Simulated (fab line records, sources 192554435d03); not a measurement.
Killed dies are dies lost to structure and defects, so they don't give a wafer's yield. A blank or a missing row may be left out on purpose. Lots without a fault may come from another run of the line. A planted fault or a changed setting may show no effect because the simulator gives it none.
fab line records | flow n5_finfet | part 1 of 2: steps 1 to 18 of 25
record lots=5 wafers=15 last_day=19
route steps=1938 shown BEOL_M0_SAQP@648
lots that met no fault: from a run of the same line without faults
start_h: hours from the record's first day to the start of the lot's first wafer shown | wait_h: hours since the lot's step before | " the same as in the row above | L1.1+2: a row that stands for several wafers | - no value, or no start given | * or withheld: withheld | < > ~ a bound
route shown NAME@n: a module of which the file shows steps, and the number in the route of the first | usual: mean/standard deviation of fault-free wafers | same: alike in all rows | chamber/n: place in a boat | sites: the reading at each site | _std_site: their standard deviation | _edge_site: outer sites' mean less inner sites' | radius_mm: how far each site lies from the wafer's centre | mask NAME#n: copy n | behind: the tool/chamber that last shaped the wafer | hold: why the lot was held/for how many hours/how that ended | device: the transistor (n, p or np) that didn't switch | end of line: the same wafers' tests at the end of the route | a step without rows: its recipe alone | killed: dies lost to structure and defects at the first sort, not the wafer's yield | map: a wafer's dies, x killed, . not, _ none there
set.NAME: the setting as run; set.NAME@STEP: as run at that earlier step | model.NAME: the simulator's own value behind a step, which no gauge read
lots at some steps of the route; a table a step, a row a wafer
services: from which hour (start_h, from the record's first day; less than 0 if before it) a tool's chamber was out of use, for how many hours, and why
## steps
# step N5_BEOL_M0_SAQP_DEVELOP_13
# recipe develop_time_s=30 developer=TMAH resist=CAR-ArF dev_temp_c=23 rinse_liquid=diw dry=air_spin
# columns lot.wafer tool chamber start_h wait_h
L074.1+2+4 litho_track-05 0 - -
L078.2+5+6 litho_track-02 0 - -
L088.1+2+4 litho_track-02 0 - -
L096.2+5+6 litho_track-03 0 - -
L097.2+4+5 litho_track-03 0 - -
# step N5_BEOL_M0_SAQP_CD_MEAS_14
# recipe target_cd_nm=42.5 landing_energy_ev=500 detector=se_inlens
# usual cd_nm=42.4/0.43
# columns lot.wafer tool chamber start_h wait_h cd_nm
L074.1 cd_sem-01 0 106.48 - 42.3
L074.2 " 0 " " 42.8
L074.4 " 0 " " 42.7
L078.2 cd_sem-03 0 129.95 - 42.4
L078.5 " 0 " " 42.1
L078.6 " 0 " " 42.6
L088.1 cd_sem-01 0 198.55 - 43.1
L088.2 " 0 " " 43.2
L088.4 " 0 " " 43.1
L096.2 cd_sem-01 0 238.50 - 42.8
L096.5 " 0 " " 42.5
L096.6 " 0 " " 42.2
L097.2 cd_sem-01 0 252.91 - 42.3
L097.4 " 0 " " 42.4
L097.5 " 0 " " 42.3
# step N5_BEOL_M0_SAQP_OVL_MEAS_15
# recipe points_per_wafer=44
# usual M0_CORE_OVL=-0.3/0.76
# columns lot.wafer tool chamber start_h wait_h M0_CORE_OVL[nm]
L074.1 overlay-01 0 106.51 0.0 -0.7
L074.2 " 0 " " -1.4
L074.4 " 0 " " -0.5
L078.2 overlay-01 0 129.98 0.0 -1.5
L078.5 " 0 " " -1.9
L078.6 " 0 " " -1.1
L088.1 overlay-02 0 198.58 0.0 -0.5
L088.2 " 0 " " -1.1
L088.4 " 0 " " -0.5
L096.2 overlay-02 0 238.53 0.0 -1.1
L096.5 " 0 " " -0.8
L096.6 " 0 " " -1.2
L097.2 overlay-01 0 252.94 0.0 0.4
L097.4 " 0 " " 0.3
L097.5 " 0 " " 0.8
# step N5_BEOL_M0_SAQP_INSPECT_16
# recipe mode=adi inspect_instrument=brightfield
# usual raw_defect_count=510/130
# columns lot.wafer tool chamber start_h wait_h raw_defect_count
L074.1 defect_inspect-01 - 106.54 0.0 396
L074.2 " - " " 578
L074.4 " - " " 409
L078.2 defect_inspect-01 - 130.00 0.0 349
L078.5 " - " " 391
L078.6 " - " " 419
L088.1 defect_inspect-02 - 198.60 0.0 707
L088.2 " - " " 936
L088.4 " - " " 392
L096.2 defect_inspect-01 - 238.56 0.0 584
L096.5 " - " " 468
L096.6 " - " " 554
L097.2 defect_inspect-02 - 252.96 0.0 614
L097.4 " - " " 671
L097.5 " - " " 476
# step N5_BEOL_M0_SAQP_DESCUM_19
# recipe chemistry=O2 time_s=7.9 source_power_w=50 bias_power_w=20 pressure_mtorr=20 rf_frequency_hz=2.712e+07 temp_c=40 resist=CAR-ArF o2_flow_sccm=225
# usual drypump_motor_current_A=5.9/0.44 oes_product_au=0.76/0.063 rf_vpp_V=243.3/1.4 showerhead_plenum_p_Torr=2.10/0.074 throttle_valve_pct=20.48/0.22
# columns lot.wafer tool chamber start_h wait_h drypump_motor_current_A oes_product_au rf_hours_counter_h rf_vpp_V showerhead_plenum_p_Torr throttle_valve_pct
L074.1 rie_diel-04 3 106.57 0.0 5.9 0.76 145 242.6 2.08 20.43
L074.2 " 2 " " 5.2 0.71 238 243.4 2.06 20.58
L074.4 " 1 " " 6.1 0.82 97 242.3 2.02 20.68
L078.2 rie_diel-03 1 130.04 0.0 6.1 0.74 182 244.6 2.19 20.68
L078.5 " 1 " " 6.1 0.74 - 244.8 2.19 20.69
L078.6 " 0 " " 5.0 0.74 - 242.8 2.10 20.81
L088.1 rie_diel-01 2 198.63 0.0 5.7 0.76 169 243.8 2.15 20.49
L088.2 " 1 " " 6.2 0.71 194 241.2 1.98 20.55
L088.4 " 3 " " 6.2 0.74 173 243.3 2.18 20.27
L096.2 rie_diel-03 0 239.00 0.4 5.0 0.72 171 243.0 2.09 20.86
L096.5 " 0 " " 5.0 0.71 - 241.7 2.09 20.85
L096.6 " 1 " " 6.1 0.72 - 244.7 2.17 20.71
L097.2 rie_diel-03 2 253.00 0.0 4.7 0.74 167 244.7 2.18 20.90
L097.4 " 3 " " 6.4 0.81 84 242.9 2.04 20.44
L097.5 " 1 " " 6.1 0.72 - 245.5 2.17 20.72
# step N5_BEOL_M0_SAQP_ETCH_83
# recipe chemistry=CF4 target=SiARC target_depth_a=390 mask_material=CAR-ArF time_s=65 ion_energy_ev=80 pressure_mtorr=40 source_w=545 bias_w=36 Ar_flow_sccm=100 cf4_flow_sccm=100 ends=cleared
# usual drypump_motor_current_A=5.9/0.44 etch_rf_on_time_s=64.8/2 oes_product_au=0.65/0.056 rf_vpp_V=184.2/1.2 showerhead_plenum_p_Torr=2.15/0.069 throttle_valve_pct=15.68/0.21
# columns lot.wafer tool chamber start_h wait_h drypump_motor_current_A etch_rf_on_time_s oes_product_au rf_hours_counter_h rf_vpp_V showerhead_plenum_p_Torr throttle_valve_pct
L074.1 rie_diel-04 3 106.61 0.0 5.9 64.9 0.64 145 184.9 2.13 15.69
L074.2 " 2 " " 5.2 64.0 0.61 238 183.9 2.12 15.85
L074.4 " 1 " " 6.2 64.7 0.69 97 183.7 2.07 15.84
L078.2 rie_diel-03 1 130.07 0.0 6.1 66.3 0.62 182 185.0 2.21 15.77
L078.5 " 1 " " 6.1 66.6 0.62 - 185.7 2.21 15.76
L078.6 " 0 " " 5.0 63.3 0.64 - 184.6 2.14 15.85
L088.1 rie_diel-01 2 198.67 0.0 5.7 66.0 0.64 169 185.7 2.22 15.78
L088.2 " 1 " " 6.3 65.7 0.60 194 182.8 2.05 15.86
L088.4 " 3 " " 6.2 61.9 0.65 173 184.7 2.23 15.45
L096.2 rie_diel-03 0 239.04 0.0 5.0 64.0 0.61 171 185.1 2.13 15.90
L096.5 " 0 " " 5.0 64.4 0.61 - 183.9 2.13 15.91
L096.6 " 1 " " 6.1 66.4 0.60 - 184.6 2.20 15.82
L097.2 rie_diel-03 2 253.03 0.0 4.7 67.5 0.63 167 184.2 2.22 16.02
L097.4 " 3 " " 6.4 62.0 0.71 84 182.9 2.08 15.48
L097.5 " 1 " " 6.1 67.9 0.60 - 185.5 2.20 15.82
# step N5_BEOL_M0_SAQP_ETCH_84
# recipe chemistry=N2/H2 target=SOC target_depth_a=1000 overetch_a=200 mask_material=SiARC temp_c=40 time_s=150 ion_energy_ev=200 pressure_mtorr=30 source_w=840 bias_w=150 n2_flow_sccm=200 h2_flow_sccm=200
# usual drypump_motor_current_A=5.9/0.44 oes_product_au=0.68/0.053 rf_vpp_V=524.3/2.5 showerhead_plenum_p_Torr=2.56/0.082 throttle_valve_pct=17.95/0.25
# columns lot.wafer tool chamber start_h wait_h drypump_motor_current_A oes_product_au rf_hours_counter_h rf_vpp_V showerhead_plenum_p_Torr throttle_valve_pct
L074.1 rie_diel-04 3 106.66 0.0 6.0 0.68 145 524.6 2.55 17.99
L074.2 " 2 " " 5.2 0.63 238 523.3 2.52 18.11
L074.4 " 1 " " 6.1 0.73 98 522.5 2.48 18.34
L078.2 rie_diel-03 1 130.12 0.0 6.1 0.66 182 526.9 2.64 17.98
L078.5 " 1 " " 6.1 0.67 - 525.3 2.64 17.98
L078.6 " 0 " " 5.0 0.67 - 524.3 2.56 18.22
L088.1 rie_diel-01 2 198.72 0.0 5.7 0.68 169 527.1 2.64 17.99
L088.2 " 1 " " 6.2 0.63 194 521.0 2.44 18.17
L088.4 " 3 " " 6.2 0.66 173 527.4 2.66 17.72
L096.2 rie_diel-03 0 239.09 0.0 5.0 0.64 171 523.2 2.55 18.28
L096.5 " 0 " " 5.0 0.65 - 524.0 2.55 18.25
L096.6 " 1 " " 6.1 0.65 - 524.9 2.63 18.04
L097.2 rie_diel-03 2 253.08 0.0 4.7 0.67 167 526.1 2.64 18.15
L097.4 " 3 " " 6.4 0.73 84 523.0 2.46 17.68
L097.5 " 1 " " 6.1 0.64 - 526.4 2.63 18.04
# step N5_BEOL_M0_SAQP_STRIP_80
# recipe chemistry=N2/H2 temp_c=40 n2_flow_sccm=200 h2_flow_sccm=200 rf_frequency_hz=6e+07
# columns lot.wafer tool chamber start_h wait_h
L074.1+2+4 rie_diel-04 3,2,1 106.75 0.0
L078.2+5+6 rie_diel-03 1,1,0 130.22 0.0
L088.1+2+4 rie_diel-01 2,1,3 198.82 0.0
L096.2+5+6 rie_diel-03 0,0,1 239.19 0.0
L097.2+4+5 rie_diel-03 2,3,1 253.18 0.0
# step N5_BEOL_M0_SAQP_HM_OPEN_112
# recipe chemistry=CHF3/O2 target=SiO2 stop_on=a-Si target_depth_a=120 over_etch_frac=1.25 mask_material=SOC time_s=13.5 pressure_mtorr=30 source_w=650 bias_w=170 Ar_flow_sccm=200 CHF3_flow_sccm=50 O2_flow_sccm=5 ion_energy_ev=200 ends=end_point
# usual drypump_motor_current_A=5.9/0.44 oes_ar_750_au=0.76/0.062 oes_f_703_au=0.76/0.065 oes_product_au=0.49/0.039 rf_vpp_V=526/8.2 showerhead_plenum_p_Torr=2.43/0.083 throttle_valve_pct=18.93/0.22
# columns lot.wafer tool chamber start_h wait_h drypump_motor_current_A oes_ar_750_au oes_f_703_au oes_product_au rf_hours_counter_h rf_vpp_V showerhead_plenum_p_Torr throttle_valve_pct
L074.1 rie_diel-04 3 106.76 0.0 5.9 0.75 0.74 0.49 145 534 2.41 18.98
L074.2 " 2 " " 5.3 0.71 0.71 0.46 238 524 2.39 19.07
L074.4 " 1 " " 6.2 0.82 0.81 0.53 98 526 2.32 19.06
L078.2 rie_diel-03 1 130.23 0.0 6.1 0.74 0.72 0.48 182 538 2.50 19.00
L078.5 " 1 " " 6.1 0.73 0.73 0.48 - 538 2.50 19.00
L078.6 " 0 " " 5.0 0.75 0.77 0.48 - 516 2.43 19.19
L088.1 rie_diel-01 2 198.83 0.0 5.7 0.77 0.78 0.50 169 512 2.51 19.07
L088.2 " 1 " " 6.3 0.71 0.69 0.46 194 527 2.30 19.06
L088.4 " 3 " " 6.2 0.76 0.78 0.48 173 526 2.50 18.64
L096.2 rie_diel-03 0 239.20 0.0 5.0 0.72 0.74 0.46 171 515 2.42 19.22
L096.5 " 0 " " 5.0 0.73 0.74 0.48 - 517 2.42 19.23
L096.6 " 1 " " 6.1 0.71 0.70 0.47 - 537 2.49 19.06
L097.2 rie_diel-03 2 253.19 0.0 4.7 0.75 0.73 0.48 167 524 2.50 19.29
L097.4 " 3 " " 6.4 0.84 0.85 0.54 84 526 2.34 18.79
L097.5 " 1 " " 6.1 0.71 0.70 0.47 - 538 2.48 19.06
# step N5_BEOL_M0_SAQP_STRIP_113
# recipe chemistry=CHF3/O2 resist=SiARC rf_frequency_hz=6e+07
# columns lot.wafer tool chamber start_h wait_h
L074.1+2+4 rie_diel-04 3,2,1 106.81 0.0
L078.2+5+6 rie_diel-03 1,1,0 130.28 0.0
L088.1+2+4 rie_diel-01 2,1,3 198.88 0.0
L096.2+5+6 rie_diel-03 0,0,1 239.25 0.0
L097.2+4+5 rie_diel-03 2,3,1 253.24 0.0
# step N5_BEOL_M0_SAQP_MANDREL_ETCH_20
# recipe target_depth_a=600 chemistry=HBr/Cl2 target=a-Si stop_on=SiNx bt_time_s=10 mask_material=SOC over_etch_frac=0.5 time_s=30 pressure_mtorr=10 icp_w=800 bias_w=75 HBr_flow_sccm=150 Cl2_flow_sccm=80 ends=end_point
# usual drypump_motor_current_A=5.7/0.53 oes_product_au=0.778/0.014 throttle_valve_pct=35.39/0.29
# same bt_time_s=10
# columns lot.wafer tool chamber start_h wait_h drypump_motor_current_A oes_product_au rf_hours_counter_h throttle_valve_pct
L074.1 rie_si-05 2 106.85 0.0 5.3 0.785 137 35.86
L074.2 " 0 " " 6.6 0.793 115 35.39
L074.4 " 2 " " 5.2 0.782 - 35.84
L078.2 rie_si-06 3 130.32 0.0 6.3 0.769 162 35.43
L078.5 " 3 " " 6.3 0.782 - 35.41
L078.6 " 0 " " 5.0 0.796 - 35.32
L088.1 rie_si-05 2 198.91 0.0 5.3 0.774 139 35.87
L088.2 " 1 " " 5.6 0.787 130 35.11
L088.4 " 2 " " 5.3 0.781 - 35.85
L096.2 rie_si-03 2 239.28 0.0 5.6 0.755 11 35.18
L096.5 " 0 " " 5.0 0.756 - 35.94
L096.6 " 1 " " 6.4 0.770 - 35.40
L097.2 rie_si-05 2 253.27 0.0 5.3 0.769 140 35.87
L097.4 " 0 " " 6.7 0.788 117 35.39
L097.5 " 2 " " 5.3 0.778 - 35.85
# step N5_BEOL_M0_SAQP_STRIP_86
# recipe chemistry=N2/H2 power_w=500 temp_c=40 pressure_mtorr=50 rf_frequency_hz=6e+07 overash_fraction=0.3 bias_power_w=28 h2_frac=0.5 n2_flow_sccm=300 h2_flow_sccm=300
# usual drypump_motor_current_A=5.9/0.5 oes_product_au=0.77/0.066 rf_vpp_V=121.7/1.5 showerhead_plenum_p_Torr=3.38/0.099 throttle_valve_pct=19.0/0.42
# columns lot.wafer tool chamber start_h wait_h drypump_motor_current_A oes_product_au rf_hours_counter_h rf_vpp_V showerhead_plenum_p_Torr throttle_valve_pct
L074.1 rie_diel-04 2 106.94 0.1 5.3 0.71 238 121.7 3.33 19.2
L074.2 " 3 " " 6.0 0.77 145 123.1 3.37 19.1
L074.4 " 0 " " 5.9 0.71 193 122.6 3.48 18.6
L078.2 rie_diel-01 0 130.42 0.1 6.2 0.69 242 121.1 3.32 18.6
L078.5 " 0 " " 6.2 0.67 - 123.5 3.32 18.6
L078.6 " 3 " " 6.2 0.75 - 122.4 3.51 18.9
L088.1 rie_diel-01 0 199.01 0.1 6.2 0.96 4 120.3 3.32 18.2
L088.2 " 3 " " 6.2 0.75 173 122.6 3.50 18.9
L088.4 " 1 " " 6.3 0.71 194 118.9 3.23 19.3
L096.2 rie_diel-01 2 239.38 0.1 5.7 0.75 181 122.4 3.47 19.0
L096.5 " 2 " " 5.7 0.74 - 121.9 3.47 19.0
L096.6 " 3 " " 6.2 0.73 - 121.6 3.50 19.0
L097.2 rie_diel-01 1 253.37 0.1 6.2 0.70 211 119.5 3.22 19.3
L097.4 " 3 " " 6.2 0.72 190 121.8 3.49 19.0
L097.5 " 3 " " 6.2 0.73 - 122.8 3.49 19.0
# step N5_BEOL_M0_SAQP_STRIP_115
# recipe chemistry=post_etch_residue_remover time_s=60 temp_c=25 remover_ph=withheld remover_water_wt_pct=withheld remover_fluoride_wt_pct=withheld
# columns lot.wafer tool chamber start_h wait_h
L074.1+2+4 wet_bench-02 4,5,0 107.01 -
L078.2+5+6 wet_bench-01 0,3,2 130.48 -
L088.1+2+4 wet_bench-01 6,1,4 199.08 -
L096.2+5+6 wet_bench-02 7,4,2 239.44 -
L097.2+4+5 wet_bench-01 1,3,2 253.44 -
# step N5_BEOL_M0_SAQP_SRD_93
# recipe dry=ipa_marangoni time_s=30 temp_c=23 rinse_liquid=diw
# columns lot.wafer tool chamber start_h wait_h
L074.1+2+4 wet_bench-02 4,5,0 107.03 0.0
L078.2+5+6 wet_bench-01 0,3,2 130.50 0.0
L088.1+2+4 wet_bench-01 6,1,4 199.10 0.0
L096.2+5+6 wet_bench-02 7,4,2 239.46 0.0
L097.2+4+5 wet_bench-01 1,3,2 253.46 0.0
# step N5_BEOL_M0_SAQP_RECESS_114
# recipe chemistry=HF/NH3 target=SiO2 target_depth_a=144 afs_cycles=3 temp_c=30 sublimation_temp_c=180 sublimation_time_s=60
# usual drypump_motor_current_A=5.6/0.51
# columns lot.wafer tool chamber start_h wait_h drypump_motor_current_A
L074.1 vapor_etch-01 0 107.07 0.0 5.0
L074.2 " 1 " " 5.9
L074.4 " 0 " " 5.0
L078.2 vapor_etch-01 0 130.55 0.0 5.0
L078.5 " 0 " " 5.0
L078.6 " 1 " " 5.9
L088.1 vapor_etch-02 0 199.14 0.0 5.5
L088.2 " 1 " " 6.3
L088.4 " 1 " " 6.3
L096.2 vapor_etch-01 1 239.51 0.0 6.0
L096.5 " 0 " " 5.0
L096.6 " 1 " " 6.0
L097.2 vapor_etch-01 0 253.50 0.0 5.0
L097.4 " 1 " " 5.9
L097.5 " 0 " " 5.0
# step N5_BEOL_M0_SAQP_SPACER1_ALD_98
# recipe material=SiO2 target_thk_a=128 temp_c=300 ald_precursor_family=BDEAS ald_co_reactant=O2-plasma pulse_time_s=1 purge_time_s=2 co_reactant_purge_time_s=2 ald_cycles=138 pressure_torr=2
# usual heater_power_w=473/35 precursor_pulse_height_rel=0.998/0.019
# columns lot.wafer tool chamber start_h wait_h heater_power_w precursor_pulse_height_rel
L074.1 ald_sin-01 2 108.34 1.1 468 1.019
L074.2 " 3 " " 489 0.984
L074.4 " 0 " " 448 1.035
L078.2 ald_sin-01 2 130.93 0.3 473 0.993
L078.5 " 0 " " 448 1.021
L078.6 " 3 " " 482 0.982
L088.1 ald_sin-01 2 199.88 0.6 472 0.994
L088.2 " 1 " " 455 1.024
L088.4 " 0 " " 446 0.984
L096.2 ald_sin-01 0 240.59 1.0 460 1.013
L096.5 " 0 " " 458 1.008
L096.6 " 3 " " 494 1.016
L097.2 ald_sin-03 3 253.88 0.3 489 0.986
L097.4 " 2 " " 438 1.026
L097.5 " 2 " " 423 0.975
# step N5_BEOL_M0_SAQP_SPACER1_ETCHBACK_99
# recipe chemistry=CHF3/O2 mode=anisotropic_etchback target=SiO2 target_depth_a=154 time_s=7.7 pressure_mtorr=30 source_w=650 bias_w=170 Ar_flow_sccm=200 CHF3_flow_sccm=50 O2_flow_sccm=5 ion_energy_ev=200
# usual drypump_motor_current_A=5.9/0.41 oes_ar_750_au=0.77/0.079 oes_f_703_au=0.77/0.082 oes_product_au=0.77/0.082 rf_vpp_V=527/7.4 showerhead_plenum_p_Torr=2.41/0.077 throttle_valve_pct=18.98/0.22
# columns lot.wafer tool chamber start_h wait_h drypump_motor_current_A oes_ar_750_au oes_f_703_au oes_product_au rf_hours_counter_h rf_vpp_V showerhead_plenum_p_Torr throttle_valve_pct
L074.1 rie_diel-03 1 108.85 0.3 6.1 0.73 0.73 0.74 175 539 2.50 19.05
L074.2 " 3 " " 6.4 0.89 0.90 0.88 45 527 2.36 18.79
L074.4 " 2 " " 4.7 0.77 0.76 0.78 131 525 2.52 19.29
L078.2 rie_diel-01 3 131.41 0.3 6.2 0.77 0.79 0.77 159 525 2.51 18.68
L078.5 " 0 " " 6.2 0.69 0.67 0.68 - 535 2.37 18.79
L078.6 " 1 " " 6.2 0.72 0.70 0.72 - 527 2.31 19.09
L088.1 rie_diel-01 1 200.35 0.3 6.3 0.71 0.70 0.71 194 526 2.30 19.11
L088.2 " 0 " " 6.2 0.92 0.90 0.94 4 535 2.37 18.41
L088.4 " 2 " " 5.7 0.78 0.78 0.75 169 513 2.51 19.13
L096.2 rie_diel-03 3 241.07 0.3 6.4 0.85 0.86 0.84 80 527 2.35 18.86
L096.5 " 0 " " 5.0 0.73 0.74 0.72 - 515 2.42 19.29
L096.6 " 1 " " 6.1 0.71 0.70 0.71 - 540 2.48 19.13
L097.2 rie_diel-04 0 254.36 0.3 5.9 0.67 0.67 0.68 233 536 2.49 18.89
L097.4 " 1 " " 6.1 0.77 0.77 0.77 141 525 2.31 19.19
L097.5 " 3 " " 5.9 0.72 0.71 0.73 - 535 2.40 19.11
# step N5_BEOL_M0_SAQP_MANDREL1_REMOVE_100
# recipe chemistry=HBr/Cl2/O2 bt_time_s=10 target=a-Si stop_on=SiNx endpoint=OES-SiCl over_etch_frac=0.85 icp_w=600 bias_w=30 HBr_flow_sccm=150 Cl2_flow_sccm=80 O2_flow_sccm=5 pressure_mtorr=10
# usual drypump_motor_current_A=5.8/0.54 oes_product_au=1.004/0.022 throttle_valve_pct=36.65/0.29
# same bt_time_s=10
# columns lot.wafer tool chamber start_h wait_h drypump_motor_current_A oes_product_au rf_hours_counter_h throttle_valve_pct
L074.1 rie_si-03 2 108.94 0.1 5.6 0.990 9 36.42
L074.2 " 1 " " 6.4 0.975 1 36.64
L074.4 " 3 " " 6.2 1.017 38 36.77
L078.2 rie_si-05 3 131.49 0.1 5.5 0.997 116 36.32
L078.5 " 2 " " 5.3 1.000 - 37.14
L078.6 " 1 " " 5.6 1.040 - 36.37
L088.1 rie_si-03 2 200.44 0.1 5.6 0.983 11 36.42
L088.2 " 0 " " 5.1 0.972 52 37.22
L088.4 " 3 " " 6.3 1.021 40 36.76
L096.2 rie_si-03 3 241.16 0.1 6.2 1.022 41 36.75
L096.5 " 0 " " 5.0 0.965 - 37.21
L096.6 " 1 " " 6.4 1.000 - 36.64
L097.2 rie_si-03 3 254.45 0.1 6.2 1.026 41 36.77
L097.4 " 1 " " 6.4 0.982 4 36.64
L097.5 " 1 " " 6.5 0.983 - 36.63
